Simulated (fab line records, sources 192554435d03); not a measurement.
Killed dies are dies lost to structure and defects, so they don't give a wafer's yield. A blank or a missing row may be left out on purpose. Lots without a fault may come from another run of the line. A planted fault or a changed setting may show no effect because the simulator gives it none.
Split-lot experiment | flow n5_finfet | 7 lots, 21 wafers read, on a route of 1938 steps

THE SPLIT
At N5_FIN_SAQP_ETCH_52 (etches SOC in N2/H2, target depth 100 nm, overetch 20 nm, time 150 s), the setting source_w was moved away from the recipe's 840 W on 7 of the 21 wafers read, by -16.2% to +17.2%. The other wafers ran this setting at the recipe's value.

The reading is taken at the split's own step.

THE READING
rf_vpp_V, in V, at N5_FIN_SAQP_ETCH_52 (etches SOC in N2/H2, target depth 100 nm, overetch 20 nm, time 150 s). Fault-free wafers of this fab line usually give 523.4 V, standard deviation 2.8 V.

wafer  | tool, chamber at the split | source_w as run, W | against the recipe | rf_vpp_V, V | against lot-mates on the recipe
L076.1 | rie_diel-06, 2             | 840                | recipe             | 526.5       | -
L076.4 | rie_diel-06, 1             | 840                | recipe             | 526.3       | -
L076.5 | rie_diel-06, 2             | 840                | recipe             | 525.8       | -
L077.1 | rie_diel-02, 3             | 703.5              | -16.2%             | 553.5       | +30.7
L077.2 | rie_diel-02, 1             | 840                | recipe             | 522.8       | -
L077.4 | rie_diel-02, 2             | 840                | recipe             | 522.8       | -
L079.3 | rie_diel-02, 3             | 840                | recipe             | 520.8       | -
L079.4 | rie_diel-02, 1             | 840                | recipe             | 525.8       | -
L079.5 | rie_diel-02, 2             | 720.3              | -14.3%             | 549.4       | +26.1
L089.2 | rie_diel-02, 0             | 984.8              | +17.2%             | 493.2       | -27.1
L089.3 | rie_diel-02, 3             | 840                | recipe             | 519.9       | -
L089.6 | rie_diel-02, 0             | 840                | recipe             | 520.6       | -
L090.1 | rie_diel-03, 0             | 840                | recipe             | 524.2       | -
L090.4 | rie_diel-03, 1             | 840                | recipe             | 525.7       | -
L090.5 | rie_diel-03, 1             | 903.8              | +7.6%              | 515.6       | -9.4
L091.3 | rie_diel-03, 2             | 840                | recipe             | 520.8       | -
L091.5 | rie_diel-03, 0             | 840                | recipe             | 524.9       | -
L091.6 | rie_diel-03, 1             | 840                | recipe             | 527.2       | -
L093.1 | rie_diel-03, 3             | 963.6              | +14.7%             | 496.0       | no lot-mate on the recipe
L093.2 | rie_diel-03, 1             | 963.6              | +14.7%             | 503.2       | no lot-mate on the recipe
L093.3 | rie_diel-03, 0             | 963.6              | +14.7%             | 499.3       | no lot-mate on the recipe

THE FIT
A straight line over all 21 wafers: rf_vpp_V changes by -1.72 V for each +1% of source_w; r = -0.98; the points scatter about the line by 2.7 V.
The same after taking each lot's own level away (the mean of its wafers on the recipe; 18 wafers): -1.71 V for each +1%; r = -0.99; scatter 1.9 V.
On that fit, the largest move of source_w shifts the reading by 29 V.
The lots' own levels span 520.25 to 526.20 V, that is 2.1 times the standard deviation above.
So the lot-to-lot level changes the slope little: the two slopes agree.
Check: with one of the wafers moved furthest among these (+17.2%) left out of the fit, the line predicts -30.2 V for it against its lot-mates. It came out at -27.1 V against them.
Tool readings at the split's step, against how far the setting was moved: rf_vpp_V r = -0.98.

OTHER SPLITS ON THESE WAFERS
These wafers also went through other splits before the reading. Each is held against what the fit with the lots' levels taken away leaves over:
other split on the same wafers                    | wafers away from the commonest value | r with rf_vpp_V (lot level and that fit taken away)
N5_ZERO_LAYER_PECVD_02 time_s                     | 9                                    | +0.48
N5_ZERO_LAYER_COAT_05 spin_rpm                    | 5                                    | -0.24
N5_PMOS_HMC_CHANNEL_EPI_EXPOSE_06 dose_mj         | 7                                    | -0.09
N5_PMOS_HMC_CHANNEL_EPI_DEVELOP_08 develop_time_s | 9                                    | -0.16
N5_FIN_SAQP_EXPOSE_13 dose_mj                     | 8                                    | -0.35

THE FILE'S OWN FIT
rf_vpp_V changes by -1.71 V for each +1% of source_w, r = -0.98.
